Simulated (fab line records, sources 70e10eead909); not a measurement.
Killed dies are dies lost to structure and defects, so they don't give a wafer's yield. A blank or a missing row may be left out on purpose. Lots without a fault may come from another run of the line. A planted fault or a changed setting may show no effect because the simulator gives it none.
fab line records | flow nand_harc
record lots=5 wafers=15 last_day=34
route steps=1302 shown A_STAIRCASE@795
lots that met no fault: from a run of the same line without faults
start_h: hours from the record's first day to the start of the lot's first wafer shown | wait_h: hours since the lot's step before | " the same as in the row above | L1.1+2: a row that stands for several wafers | - no value, or no start given | * or withheld: withheld | < > ~ a bound
route shown NAME@n: a module of which the file shows steps, and the number in the route of the first | usual: mean/standard deviation of fault-free wafers | same: alike in all rows | chamber/n: place in a boat | sites: the reading at each site | _std_site: their standard deviation | _edge_site: outer sites' mean less inner sites' | radius_mm: how far each site lies from the wafer's centre | mask NAME#n: copy n | behind: the tool/chamber that last shaped the wafer | hold: why the lot was held/for how many hours/how that ended | device: the transistor (n, p or np) that didn't switch | end of line: the same wafers' tests at the end of the route | a step without rows: its recipe alone | killed: dies lost to structure and defects at the first sort, not the wafer's yield | map: a wafer's dies, x killed, . not, _ none there
set.NAME: the setting as run; set.NAME@STEP: as run at that earlier step | model.NAME: the simulator's own value behind a step, which no gauge read
lots at some steps of the route; a table a step, a row a wafer
services: from which hour (start_h, from the record's first day; less than 0 if before it) a tool's chamber was out of use, for how many hours, and why
## steps
# step NHARC_A_STAIRCASE_HM_DEP_459
# recipe target_thk_a=15000 temp_c=400 material=aC
# usual throttle_valve_pct=35.000/0.0097
# columns lot.wafer tool chamber start_h wait_h throttle_valve_pct
L083.1 acl_dep-02 0 462.57 0.1 34.988
L083.2 " 0 " " 35.005
L083.5 " 0 " " 34.981
L084.1 acl_dep-01 0 479.75 0.1 35.012
L084.2 " 0 " " 35.003
L084.5 " 0 " " 34.996
L088.1 acl_dep-03 0 511.70 0.1 35.004
L088.4 " 0 " " 35.005
L088.6 " 0 " " 35.007
L089.1 acl_dep-02 0 512.79 0.9 35.006
L089.5 " 0 514.04 2.1 34.989
L089.6 " 0 " " 35.003
L097.1 acl_dep-01 0 610.41 0.1 34.996
L097.3 " 0 " " 34.991
L097.5 " 0 " " 34.995
# step NHARC_A_STAIRCASE_DEP_280
# recipe target_thk_a=300 target_thk_nm=30 temp_c=400 pressure_torr=3.5 flow_sccm=200 rf_w=350 material=SiON
# usual chamber_pressure_Torr=3.500/0.008 heater_power_w=710/120
# columns lot.wafer tool chamber start_h wait_h chamber_pressure_Torr heater_power_w since_wet_clean_h
L083.2 pecvd-03 0 464.43 1.2 3.500 692 85
L083.1 " 1 " " 3.502 1004 85
L083.5 " 2 " " 3.517 747 -
L084.2 pecvd-03 2 481.62 1.3 3.503 734 102
L084.1 " 1 " " 3.491 871 102
L084.5 " 1 " " 3.491 877 -
L088.1 pecvd-01 0 513.52 1.5 3.509 772 9
L088.4 " 0 " " 3.510 767 -
L088.6 " 2 " " 3.512 645 -
L089.1 pecvd-03 0 514.68 1.6 3.508 681 135
L089.6 " 0 " " 3.505 664 -
L089.5 " 1 " " 3.494 1023 -
L097.3 pecvd-02 2 612.26 0.9 3.526 550 10
L097.1 " 0 " " 3.495 698 10
L097.5 " 0 " " 3.509 712 -
# step NHARC_A_STAIRCASE_DEHYDRATE_281
# recipe temp_c=150 time_s=120
# columns lot.wafer tool chamber start_h wait_h
L083.1+2+5 litho_track-07 0 464.70 0.2
L084.1+2+5 litho_track-02 0 481.97 0.3
L088.1+4+6 litho_track-02 0 513.81 0.3
L089.1+5+6 litho_track-02 0 514.96 0.2
L097.1+3+5 litho_track-07 0 612.53 0.2
# step NHARC_A_STAIRCASE_HMDS_282
# recipe time_s=30
# columns lot.wafer tool chamber start_h wait_h
L083.1+2+5 litho_track-07 0 - -
L084.1+2+5 litho_track-02 0 - -
L088.1+4+6 litho_track-02 0 - -
L089.1+5+6 litho_track-02 0 - -
L097.1+3+5 litho_track-07 0 - -
# step NHARC_A_STAIRCASE_COAT_283
# recipe spin_rpm=1200
# columns lot.wafer tool chamber start_h wait_h
L083.1+2+5 litho_track-07 0 - -
L084.1+2+5 litho_track-02 0 - -
L088.1+4+6 litho_track-02 0 - -
L089.1+5+6 litho_track-02 0 - -
L097.1+3+5 litho_track-07 0 - -
# step NHARC_A_STAIRCASE_SOFTBAKE_284
# recipe temp_c=135 time_s=170
# columns lot.wafer tool chamber start_h wait_h
L083.1+2+5 litho_track-07 0 - -
L084.1+2+5 litho_track-02 0 - -
L088.1+4+6 litho_track-02 0 - -
L089.1+5+6 litho_track-02 0 - -
L097.1+3+5 litho_track-07 0 - -
# step NHARC_A_STAIRCASE_EBR_285
# columns lot.wafer tool chamber start_h wait_h
L083.1+2+5 litho_track-07 0 - -
L084.1+2+5 litho_track-02 0 - -
L088.1+4+6 litho_track-02 0 - -
L089.1+5+6 litho_track-02 0 - -
L097.1+3+5 litho_track-07 0 - -
# step NHARC_A_STAIRCASE_EXPOSE_286
# recipe na=0.5 dose_mj=25.01 mask_id=CHOP_100
# usual focus_offset_nm=0.1/0.56 stage_vel_mm_s=499.98/0.24
# columns lot.wafer tool chamber start_h wait_h mask focus_offset_nm stage_vel_mm_s
L083.1 krf_scanner-04 0 464.91 - CHOP_100#0 0.7 500.22
L083.2 " 0 " " CHOP_100#0 0.4 500.28
L083.5 " 0 " " CHOP_100#0 -0.6 500.32
L084.1 krf_scanner-04 0 482.30 - CHOP_100#0 0.4 500.19
L084.2 " 0 " " CHOP_100#0 -0.1 500.21
L084.5 " 0 " " CHOP_100#0 -0.3 500.30
L088.1 krf_scanner-03 0 514.15 - CHOP_100#0 -0.5 500.36
L088.4 " 0 " " CHOP_100#0 0.6 499.88
L088.6 " 0 " " CHOP_100#0 0.6 499.99
L089.1 krf_scanner-04 0 515.29 - CHOP_100#0 -1.0 500.16
L089.5 " 0 " " CHOP_100#0 -1.0 500.15
L089.6 " 0 " " CHOP_100#0 -1.1 499.62
L097.1 krf_scanner-03 0 612.86 - CHOP_100#0 -0.3 500.06
L097.3 " 0 " " CHOP_100#0 -0.7 499.57
L097.5 " 0 " " CHOP_100#0 -0.5 500.20
# step NHARC_A_STAIRCASE_PEB_287
# recipe peb_temp_c=115 peb_time_s=130
# columns lot.wafer tool chamber start_h wait_h
L083.1+2+5 litho_track-02 0 464.97 0.1
L084.1+2+5 litho_track-02 0 482.37 0.1
L088.1+4+6 litho_track-07 0 514.21 0.1
L089.1+5+6 litho_track-07 0 515.36 0.1
L097.1+3+5 litho_track-07 0 612.93 0.1
# step NHARC_A_STAIRCASE_DEVELOP_288
# recipe time_s=140
# columns lot.wafer tool chamber start_h wait_h
L083.1+2+5 litho_track-02 0 - -
L084.1+2+5 litho_track-02 0 - -
L088.1+4+6 litho_track-07 0 - -
L089.1+5+6 litho_track-07 0 - -
L097.1+3+5 litho_track-07 0 - -
# step NHARC_A_STAIRCASE_HARDBAKE_290
# recipe temp_c=120 time_s=140
# columns lot.wafer tool chamber start_h wait_h
L083.1+2+5 litho_track-07 0 465.19 -
L084.1+2+5 litho_track-02 0 482.59 -
L088.1+4+6 litho_track-05 0 514.43 -
L089.1+5+6 litho_track-05 0 515.57 -
L097.1+3+5 litho_track-02 0 613.14 -
# step NHARC_A_STAIRCASE_DESCUM_291
# recipe time_s=3 o2_flow_sccm=200 ar_flow_sccm=0 bias_power_w=0 chemistry=O2
# usual drypump_motor_current_A=5.9/0.39 oes_product_au=1.004/0.0073 rf_vpp_V=57.9/0.92 showerhead_plenum_p_Torr=1.94/0.093 throttle_valve_pct=11.312/0.009
# columns lot.wafer tool chamber start_h wait_h drypump_motor_current_A oes_product_au rf_hours_counter_h rf_vpp_V showerhead_plenum_p_Torr throttle_valve_pct
L083.2 rie_diel-05 1 465.28 - 5.5 1.014 12 57.0 2.02 11.322
L083.1 " 2 " " 5.3 1.001 14 58.2 1.97 11.297
L083.5 " 2 " " 5.3 1.006 - 57.4 1.97 11.312
L084.2 rie_diel-05 3 482.68 - 5.5 1.003 20 57.9 1.87 11.318
L084.1 " 0 " " 6.2 1.021 20 59.4 1.98 11.329
L084.5 " 3 " " 5.5 1.009 - 57.6 1.88 11.317
L088.1 rie_diel-07 3 514.54 - 6.1 1.010 12 57.3 2.02 11.308
L088.4 " 0 " " 6.1 1.016 - 56.8 2.07 11.297
L088.6 " 3 " " 6.1 1.006 - 58.4 2.02 11.309
L089.1 rie_diel-05 2 515.67 - 5.3 1.006 35 58.6 1.97 11.315
L089.6 " 2 " " 5.3 1.009 - 57.1 1.97 11.304
L089.5 " 3 " " 5.5 1.005 - 57.3 1.87 11.317
L097.1 rie_diel-07 0 613.23 - 6.0 1.000 51 58.0 2.06 11.318
L097.3 " 3 " " 6.1 1.006 54 57.3 2.00 11.311
L097.5 " 1 " " 5.7 0.992 - 57.4 1.78 11.310
# step NHARC_A_STAIRCASE_ETCH_292
# recipe cf4_flow_sccm=100 chf3_flow_sccm=30 ar_flow_sccm=0 rf_w=500 bias_w=200 chemistry=CF4/CHF3
# usual drypump_motor_current_A=5.9/0.39 oes_product_au=0.937/0.022 rf_vpp_V=371.3/2.6 showerhead_plenum_p_Torr=1.59/0.073 throttle_valve_pct=16.802/0.01
# columns lot.wafer tool chamber start_h wait_h drypump_motor_current_A oes_product_au rf_hours_counter_h rf_vpp_V showerhead_plenum_p_Torr throttle_valve_pct
L083.1 rie_diel-05 0 465.38 0.1 6.2 0.979 14 373.0 1.63 16.803
L083.2 " 1 " " 5.5 0.973 12 373.9 1.65 16.802
L083.5 " 3 " " 5.5 0.975 - 368.4 1.55 16.784
L084.1 rie_diel-05 1 482.77 0.1 5.5 0.940 21 372.7 1.65 16.792
L084.2 " 2 " " 5.3 0.941 23 371.7 1.62 16.804
L084.5 " 1 " " 5.5 0.928 - 373.6 1.65 16.807
L088.1 rie_diel-07 1 514.64 0.1 5.7 0.926 10 366.6 1.48 16.818
L088.4 " 0 " " 6.1 0.924 - 375.9 1.70 16.807
L088.6 " 1 " " 5.7 0.911 - 368.1 1.48 16.808
L089.1 rie_diel-05 0 515.77 0.1 6.2 0.937 31 372.1 1.62 16.799
L089.5 " 2 " " 5.3 0.932 - 373.7 1.62 16.801
L089.6 " 3 " " 5.5 0.929 - 369.8 1.54 16.790
L097.3 rie_diel-07 3 613.34 0.1 6.2 0.922 54 373.6 1.64 16.798
L097.1 " 0 " " 6.1 0.922 51 375.1 1.69 16.809
L097.5 " 2 " " 6.0 0.915 - 368.8 1.54 16.804
# step NHARC_A_STAIRCASE_HM_OPEN_460
# recipe o2_flow_sccm=400 cos_flow_sccm=20 ar_flow_sccm=0 rf_w=500 bias_w=300 chemistry=O2/COS
# usual drypump_motor_current_A=5.9/0.39 oes_product_au=1.001/0.0076 rf_vpp_V=468/3.2 showerhead_plenum_p_Torr=3.16/0.14 throttle_valve_pct=28.331/0.0092
# columns lot.wafer tool chamber start_h wait_h drypump_motor_current_A oes_product_au rf_hours_counter_h rf_vpp_V showerhead_plenum_p_Torr throttle_valve_pct
L083.1 rie_diel-05 0 - - 6.2 1.006 14 469 3.23 28.334
L083.2 " 2 " " 5.3 1.006 14 468 3.22 28.325
L083.5 " 3 " " 5.5 0.998 - 467 3.07 28.333
L084.2 rie_diel-05 0 - - 6.2 1.007 21 468 3.23 28.314
L084.1 " 3 " " 5.5 0.982 20 466 3.06 28.320
L084.5 " 0 " " 6.2 1.011 - 470 3.23 28.329
L088.1 rie_diel-07 1 - - 5.7 0.995 10 465 2.93 28.314
L088.4 " 0 " " 6.1 1.001 - 471 3.37 28.339
L088.6 " 1 " " 5.7 1.008 - 464 2.93 28.326
L089.1 rie_diel-05 1 - - 5.5 1.006 33 470 3.27 28.351
L089.6 " 2 " " 5.3 1.005 - 469 3.21 28.334
L089.5 " 3 " " 5.5 1.011 - 466 3.06 28.332
L097.3 rie_diel-07 0 - - 6.1 0.986 51 473 3.35 28.319
L097.1 " 2 " " 5.9 0.985 23 466 3.06 28.323
L097.5 " 0 " " 6.1 0.995 - 471 3.35 28.333
# step NHARC_A_STAIRCASE_STRIP_461
# recipe o2_flow_sccm=400 cos_flow_sccm=20 ar_flow_sccm=0 bias_w=0 chemistry=O2/COS
# columns lot.wafer tool chamber start_h wait_h
L083.2+1+5 rie_diel-05 1,3,1 - -
L084.2+1+5 rie_diel-05 0,1,3 - -
L088.1+4+6 rie_diel-07 0,1,0 - -
L089.1+5+6 rie_diel-05 0,2,3 - -
L097.1+3+5 rie_diel-07 3,0,3 - -
# step NHARC_A_STAIRCASE_ETCH_452
# recipe target_depth_a=300 overetch_a=30 time_s=16.5 ion_energy_ev=100 cf4_flow_sccm=80 o2_flow_sccm=20 ar_flow_sccm=0 rf_w=300 bias_w=100 chemistry=CF4/O2
# usual drypump_motor_current_A=5.9/0.39 oes_ar_750_au=1.000/0.0046 oes_product_au=1.001/0.0072 rf_vpp_V=198.1/1.5 showerhead_plenum_p_Torr=1.35/0.064 throttle_valve_pct=13.398/0.0091
# columns lot.wafer tool chamber start_h wait_h drypump_motor_current_A oes_ar_750_au oes_product_au rf_hours_counter_h rf_vpp_V showerhead_plenum_p_Torr throttle_valve_pct
L083.1 rie_diel-05 0 - - 6.2 1.006 1.003 14 199.6 1.38 13.386
L083.2 " 2 " " 5.3 0.991 0.998 14 198.3 1.38 13.385
L083.5 " 0 " " 6.2 1.005 1.004 - 198.7 1.38 13.402
L084.2 rie_diel-05 3 - - 5.5 1.003 0.998 20 195.6 1.31 13.382
L084.1 " 1 " " 5.5 1.003 1.003 21 199.4 1.40 13.408
L084.5 " 3 " " 5.5 1.002 1.008 - 198.3 1.31 13.388
L088.1 rie_diel-07 1 - - 5.7 0.995 0.993 10 196.6 1.25 13.400
L088.6 " 1 " " 5.7 0.995 0.998 - 196.1 1.25 13.396
L088.4 " 0 " " 6.1 0.998 1.011 - 198.9 1.44 13.394
L089.1 rie_diel-05 2 - - 5.3 0.997 1.011 35 199.8 1.37 13.416
L089.6 " 3 " " 5.5 1.002 1.007 - 197.1 1.31 13.383
L089.5 " 0 " " 6.2 0.998 0.997 - 199.5 1.38 13.401
L097.3 rie_diel-07 1 - - 5.7 0.996 0.990 49 196.0 1.24 13.397
L097.1 " 3 " " 6.1 0.995 0.990 54 198.3 1.40 13.397
L097.5 " 0 " " 6.0 0.990 1.006 - 199.6 1.43 13.407
# step NHARC_A_STAIRCASE_ETCH_294
# recipe target_depth_a=49890 time_s=1211.6 ion_energy_ev=800 c4f8_flow_sccm=80 o2_flow_sccm=60 ar_flow_sccm=withheld rf_w=600 bias_w=3000 chemistry=C4F8/O2/Ar
# usual oes_product_au=0.937/0.012 rf_vpp_V=1831/12
# columns lot.wafer tool chamber start_h wait_h oes_product_au rf_hours_counter_h rf_vpp_V
L083.2 rie_diel-05 2 - - 0.939 15 1835
L083.1 " 0 " " 0.927 14 1836
L083.5 " 1 " " 0.924 - 1842
L084.2 rie_diel-05 2 - - 0.948 23 1834
L084.1 " 3 " " 0.928 20 1822
L084.5 " 0 " " 0.922 - 1835
L088.1 rie_diel-07 0 - - 0.925 13 1846
L088.4 " 3 " " 0.925 - 1840
L088.6 " 0 " " 0.942 - 1846
L089.1 rie_diel-05 2 - - 0.952 35 1834
L089.6 " 0 " " 0.945 - 1836
L089.5 " 1 " " 0.954 - 1838
L097.1 rie_diel-07 0 - - 0.940 52 1845
L097.3 " 2 " " 0.945 23 1823
L097.5 " 0 " " 0.932 - 1845
# step NHARC_A_STAIRCASE_STRIP_295
# recipe o2_flow_sccm=500 ar_flow_sccm=0 bias_w=0 chemistry=O2
# usual drypump_motor_current_A=5.9/0.39 oes_product_au=1.003/0.0086 rf_vpp_V=57.7/0.95 showerhead_plenum_p_Torr=3.57/0.16 throttle_valve_pct=17.035/0.0081
# columns lot.wafer tool chamber start_h wait_h drypump_motor_current_A oes_product_au rf_hours_counter_h rf_vpp_V showerhead_plenum_p_Torr throttle_valve_pct
L083.2 rie_diel-05 2 - - 5.3 1.015 15 58.3 3.63 17.038
L083.1 " 0 " " 6.2 1.005 14 57.8 3.65 17.028
L083.5 " 3 " " 5.5 0.991 - 55.4 3.47 17.023
L084.2 rie_diel-05 2 - - 5.3 1.015 24 57.8 3.63 17.040
L084.1 " 1 " " 5.5 1.013 22 57.9 3.70 17.039
L084.5 " 2 " " 5.3 1.008 - 56.9 3.63 17.046
L088.1 rie_diel-07 1 - - 5.7 0.991 11 56.3 3.32 17.035
L088.6 " 0 " " 6.1 0.998 - 58.1 3.80 17.045
L088.4 " 1 " " 5.7 0.993 - 55.5 3.32 17.026
L089.1 rie_diel-05 0 - - 6.2 1.011 32 57.8 3.64 17.041
L089.6 " 2 " " 5.3 1.010 - 57.4 3.62 17.042
L089.5 " 3 " " 5.5 1.008 - 57.9 3.46 17.040
L097.3 rie_diel-07 0 - - 6.1 1.008 52 57.2 3.78 17.026
L097.1 " 1 " " 5.7 0.987 50 57.0 3.30 17.046
L097.5 " 2 " " 5.9 1.001 - 56.7 3.46 17.035
# step NHARC_A_STAIRCASE_STRIP_296
# recipe time_s=900 temp_c=130 chemistry=SPM
# columns lot.wafer tool chamber start_h wait_h
L083.1+5+2 wet_bench-03 7,1,3 467.51 -
L084.2+5+1 wet_bench-01 1,3,5 484.42 -
L088.1+6+4 wet_bench-01 7,1,2 516.72 -
L089.6+1+5 wet_bench-03 1,2,5 517.40 -
L097.5+1+3 wet_bench-02 7,0,1 614.96 -
# step NHARC_A_STAIRCASE_PRECLEAN_297
# recipe time_s=* temp_c=50 bath_age_min=0 chemistry=SC1
# columns lot.wafer tool chamber start_h wait_h
L083.1+5+2 wet_bench-03 7,1,3 - -
L084.2+5+1 wet_bench-01 1,3,5 - -
L088.1+6+4 wet_bench-01 7,1,2 - -
L089.6+1+5 wet_bench-03 1,2,5 - -
L097.5+1+3 wet_bench-02 7,0,1 - -
# step NHARC_A_STAIRCASE_SRD_298
# columns lot.wafer tool chamber start_h wait_h
L083.1+5+2 wet_bench-03 7,1,3 - -
L084.2+5+1 wet_bench-01 1,3,5 - -
L088.1+6+4 wet_bench-01 7,1,2 - -
L089.6+1+5 wet_bench-03 1,2,5 - -
L097.5+1+3 wet_bench-02 7,0,1 - -
# step NHARC_A_STAIRCASE_HM_DEP_462
# recipe target_thk_a=8000 temp_c=400 material=aC
# usual throttle_valve_pct=34.999/0.01
# columns lot.wafer tool chamber start_h wait_h throttle_valve_pct
L083.1 acl_dep-01 0 468.02 0.1 34.982
L083.2 " 0 " " 34.994
L083.5 " 0 " " 34.985
L084.1 acl_dep-02 0 484.93 0.1 35.016
L084.2 " 0 " " 34.992
L084.5 " 0 " " 34.980
L088.1 acl_dep-01 0 517.24 0.1 34.983
L088.4 " 0 " " 34.987
L088.6 " 0 " " 35.013
L089.1 acl_dep-03 0 517.92 0.1 34.999
L089.5 " 0 519.15 1.3 35.005
L089.6 " 0 " " 35.001
L097.1 acl_dep-01 0 620.84 5.4 34.976
L097.3 " 0 " " 35.008
L097.5 " 0 " " 35.006
# step NHARC_A_STAIRCASE_DEP_301
# recipe target_thk_a=300 target_thk_nm=30 temp_c=400 pressure_torr=3.5 flow_sccm=200 rf_w=350 material=SiON
# usual chamber_pressure_Torr=3.501/0.0074 heater_power_w=717/130
# columns lot.wafer tool chamber start_h wait_h chamber_pressure_Torr heater_power_w since_wet_clean_h
L083.2 pecvd-02 1 469.90 1.3 3.508 636 48
L083.1 " 2 " " 3.517 474 48
L083.5 " 0 " " 3.510 625 -
L084.2 pecvd-03 2 486.82 1.3 3.499 743 107
L084.1 " 1 " " 3.500 878 108
L084.5 " 2 " " 3.493 747 -
L088.1 pecvd-03 2 519.15 1.6 3.506 750 140
L088.4 " 0 " " 3.494 623 -
L088.6 " 1 " " 3.493 1002 -
L089.1 pecvd-01 1 519.81 1.6 3.510 755 15
L089.6 " 1 " " 3.503 615 -
L089.5 " 2 " " 3.499 716 -
L097.1 pecvd-01 1 622.75 1.6 3.511 650 118
L097.3 " 2 " " 3.506 706 118
L097.5 " 0 " " 3.506 757 -
# step NHARC_A_STAIRCASE_DEHYDRATE_302
# recipe temp_c=150 time_s=120
# columns lot.wafer tool chamber start_h wait_h
L083.1+2+5 litho_track-05 0 470.15 0.2
L084.1+2+5 litho_track-05 0 487.17 0.3
L088.1+4+6 litho_track-05 0 519.37 0.2
L089.1+5+6 litho_track-02 0 520.05 0.2
L097.1+3+5 litho_track-02 0 622.99 0.2
# step NHARC_A_STAIRCASE_HMDS_303
# recipe time_s=30
# columns lot.wafer tool chamber start_h wait_h
L083.1+2+5 litho_track-05 0 - -
L084.1+2+5 litho_track-05 0 - -
L088.1+4+6 litho_track-05 0 - -
L089.1+5+6 litho_track-02 0 - -
L097.1+3+5 litho_track-02 0 - -
# step NHARC_A_STAIRCASE_COAT_304
# recipe spin_rpm=1200
# columns lot.wafer tool chamber start_h wait_h
L083.1+2+5 litho_track-05 0 - -
L084.1+2+5 litho_track-05 0 - -
L088.1+4+6 litho_track-05 0 - -
L089.1+5+6 litho_track-02 0 - -
L097.1+3+5 litho_track-02 0 - -
# step NHARC_A_STAIRCASE_SOFTBAKE_305
# recipe temp_c=135 time_s=170
# columns lot.wafer tool chamber start_h wait_h
L083.1+2+5 litho_track-05 0 - -
L084.1+2+5 litho_track-05 0 - -
L088.1+4+6 litho_track-05 0 - -
L089.1+5+6 litho_track-02 0 - -
L097.1+3+5 litho_track-02 0 - -
# step NHARC_A_STAIRCASE_EBR_306
# columns lot.wafer tool chamber start_h wait_h
L083.1+2+5 litho_track-05 0 - -
L084.1+2+5 litho_track-05 0 - -
L088.1+4+6 litho_track-05 0 - -
L089.1+5+6 litho_track-02 0 - -
L097.1+3+5 litho_track-02 0 - -
# step NHARC_A_STAIRCASE_EXPOSE_307
# recipe na=0.5 dose_mj=45.72 mask_id=CHOP_50
# usual focus_offset_nm=-0.1/0.52 stage_vel_mm_s=499.98/0.22
# columns lot.wafer tool chamber start_h wait_h mask focus_offset_nm stage_vel_mm_s
L083.1 krf_scanner-03 0 470.48 - CHOP_50#0 -0.3 499.74
L083.2 " 0 " " CHOP_50#0 0.5 500.13
L083.5 " 0 " " CHOP_50#0 0.1 500.03
L084.1 krf_scanner-04 0 487.50 - CHOP_50#0 0.5 499.87
L084.2 " 0 " " CHOP_50#0 0.8 499.68
L084.5 " 0 " " CHOP_50#0 0.3 499.90
L088.1 krf_scanner-02 0 519.58 - CHOP_50#0 0.0 499.99
L088.4 " 0 " " CHOP_50#0 0.2 500.48
L088.6 " 0 " " CHOP_50#0 0.1 500.26
L089.1 krf_scanner-03 0 520.38 - CHOP_50#0 0.0 500.20
L089.5 " 0 " " CHOP_50#0 0.4 499.77
L089.6 " 0 " " CHOP_50#0 0.5 500.03
L097.1 krf_scanner-03 0 623.33 - CHOP_50#0 0.2 499.81
L097.3 " 0 " " CHOP_50#0 -0.3 499.94
L097.5 " 0 " " CHOP_50#0 0.0 499.93
# step NHARC_A_STAIRCASE_PEB_308
# recipe peb_temp_c=115 peb_time_s=130
# columns lot.wafer tool chamber start_h wait_h
L083.1+2+5 litho_track-07 0 470.54 0.1
L084.1+2+5 litho_track-05 0 487.56 0.1
L088.1+4+6 litho_track-02 0 519.64 0.1
L089.1+5+6 litho_track-05 0 520.45 0.1
L097.1+3+5 litho_track-02 0 623.39 0.1
# step NHARC_A_STAIRCASE_DEVELOP_309
# recipe time_s=140
# columns lot.wafer tool chamber start_h wait_h
L083.1+2+5 litho_track-07 0 - -
L084.1+2+5 litho_track-05 0 - -
L088.1+4+6 litho_track-02 0 - -
L089.1+5+6 litho_track-05 0 - -
L097.1+3+5 litho_track-02 0 - -
# step NHARC_A_STAIRCASE_HARDBAKE_311
# recipe temp_c=120 time_s=140
# columns lot.wafer tool chamber start_h wait_h
L083.1+2+5 litho_track-05 0 470.76 -
L084.1+2+5 litho_track-02 0 487.78 -
L088.1+4+6 litho_track-05 0 519.86 -
L089.1+5+6 litho_track-07 0 520.67 -
L097.1+3+5 litho_track-02 0 623.61 -
# step NHARC_A_STAIRCASE_DESCUM_312
# recipe time_s=3 o2_flow_sccm=200 ar_flow_sccm=0 bias_power_w=0 chemistry=O2
# usual drypump_motor_current_A=5.9/0.39 oes_product_au=1.000/0.0076 rf_vpp_V=57.9/0.91 showerhead_plenum_p_Torr=1.94/0.099 throttle_valve_pct=11.311/0.0095
# columns lot.wafer tool chamber start_h wait_h drypump_motor_current_A oes_product_au rf_hours_counter_h rf_vpp_V showerhead_plenum_p_Torr throttle_valve_pct
L083.2 rie_diel-07 3 470.85 - 6.1 0.996 59 58.1 2.02 11.312
L083.1 " 2 " " 5.9 0.996 58 57.3 1.88 11.296
L083.5 " 0 " " 6.1 1.001 - 57.9 1.76 11.299
L084.1 rie_diel-13 3 487.88 - 6.1 1.004 42 56.5 1.80 11.327
L084.2 " 1 " " 6.4 0.997 43 57.1 1.98 11.334
L084.5 " 2 " " 6.3 1.005 - 58.9 2.06 11.320
L088.1 rie_diel-07 1 519.95 - 5.7 0.999 12 57.9 1.79 11.315
L088.6 " 3 " " 6.1 0.998 - 58.6 2.02 11.320
L088.4 " 0 " " 6.1 1.003 - 58.6 2.07 11.324
L089.1 rie_diel-07 3 521.00 - 6.1 0.988 15 57.2 2.01 11.308
L089.5 " 3 " " 6.1 0.987 - 57.9 2.01 11.315
L089.6 " 1 " " 5.7 0.997 - 57.8 1.79 11.317
L097.1 rie_diel-13 0 623.74 - 6.5 0.998 31 57.6 1.80 11.316
L097.3 " 2 " " 6.3 0.997 27 59.4 2.05 11.319
L097.5 " 1 " " 6.4 0.999 - 58.9 1.97 11.306
# step NHARC_A_STAIRCASE_ETCH_313
# recipe cf4_flow_sccm=100 chf3_flow_sccm=30 ar_flow_sccm=0 rf_w=500 bias_w=200 chemistry=CF4/CHF3
# usual drypump_motor_current_A=5.9/0.38 oes_product_au=0.934/0.017 rf_vpp_V=371.3/2.8 showerhead_plenum_p_Torr=1.59/0.076 throttle_valve_pct=16.801/0.0094
# columns lot.wafer tool chamber start_h wait_h drypump_motor_current_A oes_product_au rf_hours_counter_h rf_vpp_V showerhead_plenum_p_Torr throttle_valve_pct
L083.2 rie_diel-07 1 471.06 0.2 5.7 0.922 51 366.8 1.48 16.794
L083.1 " 2 " " 6.0 0.932 59 369.8 1.55 16.811
L083.5 " 1 " " 5.7 0.922 - 366.2 1.48 16.800
L084.2 rie_diel-13 2 487.96 0.1 6.2 0.918 42 373.6 1.69 16.801
L084.1 " 3 " " 6.1 0.927 42 367.1 1.49 16.810
L084.5 " 2 " " 6.3 0.920 - 375.4 1.69 16.789
L088.1 rie_diel-07 1 520.05 0.1 5.7 0.918 12 367.2 1.48 16.788
L088.4 " 3 " " 6.1 0.915 - 373.4 1.65 16.801
L088.6 " 0 " " 6.1 0.938 - 373.8 1.70 16.793
L089.1 rie_diel-07 0 521.10 0.1 6.0 0.923 15 376.1 1.70 16.796
L089.6 " 0 " " 6.1 0.924 - 375.0 1.70 16.813
L089.5 " 3 " " 6.1 0.924 - 373.6 1.65 16.785
L097.3 rie_diel-13 3 623.83 0.1 6.1 0.923 28 367.5 1.48 16.781
L097.1 " 2 " " 6.2 0.934 27 373.4 1.68 16.798
L097.5 " 3 " " 6.1 0.924 - 365.3 1.48 16.799
# step NHARC_A_STAIRCASE_HM_OPEN_463
# recipe o2_flow_sccm=400 cos_flow_sccm=20 ar_flow_sccm=0 rf_w=500 bias_w=300 chemistry=O2/COS
# usual drypump_motor_current_A=5.9/0.39 oes_product_au=1.002/0.0074 rf_vpp_V=468/3.2 showerhead_plenum_p_Torr=3.16/0.15 throttle_valve_pct=28.329/0.0087
# columns lot.wafer tool chamber start_h wait_h drypump_motor_current_A oes_product_au rf_hours_counter_h rf_vpp_V showerhead_plenum_p_Torr throttle_valve_pct
L083.1 rie_diel-07 3 - - 6.2 1.000 59 470 3.29 28.326
L083.2 " 2 " " 5.9 1.017 59 466 3.07 28.318
L083.5 " 3 " " 6.2 1.003 - 470 3.29 28.329
L084.2 rie_diel-13 0 - - 6.5 0.996 43 464 2.96 28.329
L084.1 " 1 " " 6.4 1.005 43 468 3.23 28.333
L084.5 " 1 " " 6.5 1.009 - 470 3.23 28.321
L088.1 rie_diel-07 3 - - 6.1 0.994 14 470 3.28 28.310
L088.6 " 3 " " 6.1 0.990 - 470 3.28 28.339
L088.4 " 1 " " 5.7 0.987 - 461 2.93 28.325
L089.1 rie_diel-07 1 - - 5.7 1.001 12 464 2.93 28.328
L089.5 " 3 " " 6.1 0.998 - 472 3.28 28.342
L089.6 " 0 " " 6.1 1.003 - 472 3.37 28.325
L097.3 rie_diel-13 2 - - 6.3 1.000 27 474 3.33 28.328
L097.1 " 0 " " 6.4 1.009 31 464 2.94 28.328
L097.5 " 2 " " 6.2 1.006 - 472 3.33 28.334
# step NHARC_A_STAIRCASE_STRIP_464
# recipe o2_flow_sccm=400 cos_flow_sccm=20 ar_flow_sccm=0 bias_w=0 chemistry=O2/COS
# columns lot.wafer tool chamber start_h wait_h
L083.1+2+5 rie_diel-05 1,3,1 471.53 -
L084.2+1+5 rie_diel-13 1,0,2 - -
L088.1+4+6 rie_diel-07 0,0,1 - -
L089.1+5+6 rie_diel-07 1,0,1 - -
L097.3+1+5 rie_diel-13 0,1,0 - -
## services
# columns tool chamber start_h hours kind
rie_diel-05 1 447.27 2.6 repair
wet_bench-01 - 453.60 8.0 pm
rie_diel-07 - 471.39 9.0 pm
litho_track-05 - 474.00 7.0 pm
krf_scanner-03 - 479.36 3.9 repair
pecvd-03 0 480.89 9.1 repair
wet_bench-03 - 496.77 7.6 repair
rie_diel-07 1 497.00 2.0 repair
rie_diel-07 2 505.24 65.9 repair
rie_diel-13 - 521.21 9.0 pm
pecvd-03 - 547.35 13.0 pm
acl_dep-01 - 550.88 13.0 pm
wet_bench-03 - 562.40 8.0 pm
krf_scanner-03 - 568.00 4.0 pm
wet_bench-01 - 575.77 8.5 repair
litho_track-02 - 577.00 7.0 pm
rie_diel-05 - 584.97 9.0 pm
krf_scanner-03 - 588.69 0.7 repair
pecvd-03 0 588.85 17.7 repair
rie_diel-13 - 597.85 0.8 repair
litho_track-07 - 601.00 7.0 pm
rie_diel-05 2 602.38 11.2 repair
wet_bench-03 - 610.47 3.2 repair
rie_diel-07 0 619.56 4.4 repair
## key
fault none
